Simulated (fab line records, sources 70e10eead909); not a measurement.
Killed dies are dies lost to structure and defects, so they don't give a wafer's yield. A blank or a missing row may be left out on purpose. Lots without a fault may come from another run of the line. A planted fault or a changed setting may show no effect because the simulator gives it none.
Problem report in the 8D (eight disciplines) form, filled by code | flow nand_harc | the parts of the form that need people (team, actions taken, sign-off) are left out

1. THE PROBLEM
tube_center_temp_C at NHARC_A_CHANNEL_FILL_D2_ANNEAL_22 reads a mean of 654.44 C on 6 wafers of 2 lots; wafers without a fault read 620.01 C with a standard deviation of 0.054. That is +99 or more standard deviations from the usual mean.
The step: time 7200 s.
First seen on wafer L915.2, day 18 01:55, on furnace-06. The record holds 33 wafers of 11 lots with a number at this step. Rule for "out", or "out of limits": more than 4 standard deviations from the usual mean. The other wafers with a number count as sound.

2. WHAT IT IS AND WHAT IT IS NOT
question                    | is                                                                                                                                   | is not
which readings at this step | tube_center_temp_C, spike_tc_bottom_C, spike_tc_centre_C, spike_tc_lower_C, spike_tc_top_C, spike_tc_upper_C, tube_center_temp_C_max | zone_power_top_pct
which lots                  | L915, L917                                                                                                                           | L910, L912, L913, L922, L923, L925, L926, L930, L931
which wafers of those lots  | all that have a number                                                                                                               | -
read on which tools         | furnace-06                                                                                                                           | furnace-04, furnace-07
when                        | from day 18 01:55                                                                                                                    | up to then (9 sound wafers); but 18 sound wafers of L922, L923, L925, L926, L930, L931 came after

3. SUSPECTS, AND WHAT RULES EACH OUT
Counting: a tool at a process step up to the reading stays a suspect if it ran every lot that is out and no sound lot after the first of them.
- har_etch-01 at NHARC_A_CHANNEL_HOLE_D2_ETCH_23 (etches the open film in C4F8/O2/Ar, time 819 s, target depth 1600 nm): ruled out as a lasting fault. Sound lots L922, L925 ran on it after its first lot that is out, L915 (day 16 08:09).
- furnace-06 at NHARC_A_CHANNEL_FILL_D2_ANNEAL_22 (time 7200 s): kept. It ran every lot that is out, first L915 (day 18 01:55), and no sound lot after that; its last sound lot up to then is L912 (day 16 20:01). Its own readings are out on those wafers: spike_tc_bottom_C, spike_tc_centre_C, spike_tc_lower_C, spike_tc_top_C, spike_tc_upper_C, tube_center_temp_C, tube_center_temp_C_max.
Left after counting: furnace-06 at NHARC_A_CHANNEL_FILL_D2_ANNEAL_22.

4. THE CAUSE (what the simulator had put in)
Process parameter drift: furnace-06, from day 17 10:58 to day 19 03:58, at NHARC_A_CHANNEL_FILL_D2_ANNEAL_22. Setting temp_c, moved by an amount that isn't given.
Counting left only this tool.

5. THE CHAIN OF EFFECTS, in route order
Each row: a reading whose mean over the struck wafers that have a number lies more than 3 standard deviations from the usual. Only readings for which the record gives a usual standard deviation are gone through. hours: the time from each lot's start at the first step in this table that gives one to its start at this step, as a median over the lots. sigmas: the change in usual standard deviations.
hours | step                              | reading                | usual    | on struck wafers | change | sigmas
0     | NHARC_A_CHANNEL_FILL_D2_ANNEAL_22 | spike_tc_bottom_C      | 640.3 C  | 676.7            | +36.4  | +24
0     | NHARC_A_CHANNEL_FILL_D2_ANNEAL_22 | spike_tc_centre_C      | 620.7 C  | 655.1            | +34.4  | +35
0     | NHARC_A_CHANNEL_FILL_D2_ANNEAL_22 | spike_tc_lower_C       | 620.4 C  | 653.8            | +33.4  | +28
0     | NHARC_A_CHANNEL_FILL_D2_ANNEAL_22 | spike_tc_top_C         | 639.4 C  | 674.7            | +35.3  | +20
0     | NHARC_A_CHANNEL_FILL_D2_ANNEAL_22 | spike_tc_upper_C       | 619.4 C  | 653.6            | +34.2  | +29
0     | NHARC_A_CHANNEL_FILL_D2_ANNEAL_22 | tube_center_temp_C     | 620.01 C | 654.44           | +34.43 | +99 or more
0     | NHARC_A_CHANNEL_FILL_D2_ANNEAL_22 | tube_center_temp_C_max | 621.62   | 655.98           | +34.36 | +99 or more
0     | NHARC_A_CHANNEL_FILL_D2_ANNEAL_22 | zone_power_bottom_pct  | 11.85 %  | 12.93            | +1.08  | +4.5
The process steps in it:
- NHARC_A_CHANNEL_FILL_D2_ANNEAL_22: time 7200 s.
Later measuring or inspecting steps at which every struck wafer that the step has a row for has a number for every such reading, and none has moved that far: NHARC_END_SORT_01.

6. WHAT WOULD HAVE CAUGHT IT SOONER
In this record the first reading out of limits was taken at day 18 01:55, 15 hours after the fault began at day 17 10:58.
